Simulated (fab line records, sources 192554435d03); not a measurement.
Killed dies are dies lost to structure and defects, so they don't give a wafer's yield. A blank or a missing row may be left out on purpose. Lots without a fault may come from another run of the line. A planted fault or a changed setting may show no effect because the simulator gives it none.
Chamber matching | flow n5_finfet | N5_BEOL_M14_VIA_ETCH_16 on rie_diel-03: 4 sister chambers
The step etches SiO2 in C4F8/O2/Ar, target depth 1231.3 nm. 4 wafers are shown with their chamber, then 9 later ones without.

WAFERS WITH THEIR CHAMBER
wafer  | chamber | rf_vpp_V (V)
L075.4 | 0       | 2258
L081.4 | 2       | 2226
L091.1 | 1       | 2193
L091.6 | 3       | 2335

WAFERS WITHOUT THEIR CHAMBER
wafer  | rf_vpp_V (V)
L089.1 | 2255
L089.3 | 2334
L089.5 | 2192
L092.3 | 2193
L092.4 | 2333
L092.5 | 2263
L096.3 | 2255
L096.5 | 2191
L096.6 | 2263

WHICH CHAMBER EACH WENT THROUGH
wafer  | from the rows above | in truth
L089.1 | 0                   | 0
L089.3 | 3                   | 3
L089.5 | 1                   | 1
L092.3 | 1                   | 1
L092.4 | 3                   | 3
L092.5 | 0                   | 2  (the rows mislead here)
L096.3 | 0                   | 0
L096.5 | 1                   | 1
L096.6 | 0                   | 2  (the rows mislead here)
Placed correctly: 7 of 9. Can't be placed from these rows: 0. Placed wrongly: 2.
How it was worked out, from the rows above alone: a wafer's distance from a chamber is the root of the sum, over the readings, of the square of ((its reading less the chamber's mean) divided by the reading's scatter). The wafer belongs to the nearest chamber; if the next one is less than 2 further off, it can't be placed. A chamber's mean is the mean of its shown wafers. The scatter: with one shown wafer a chamber, the root of the mean of the squares of how far each hidden wafer lies from its nearest shown one.
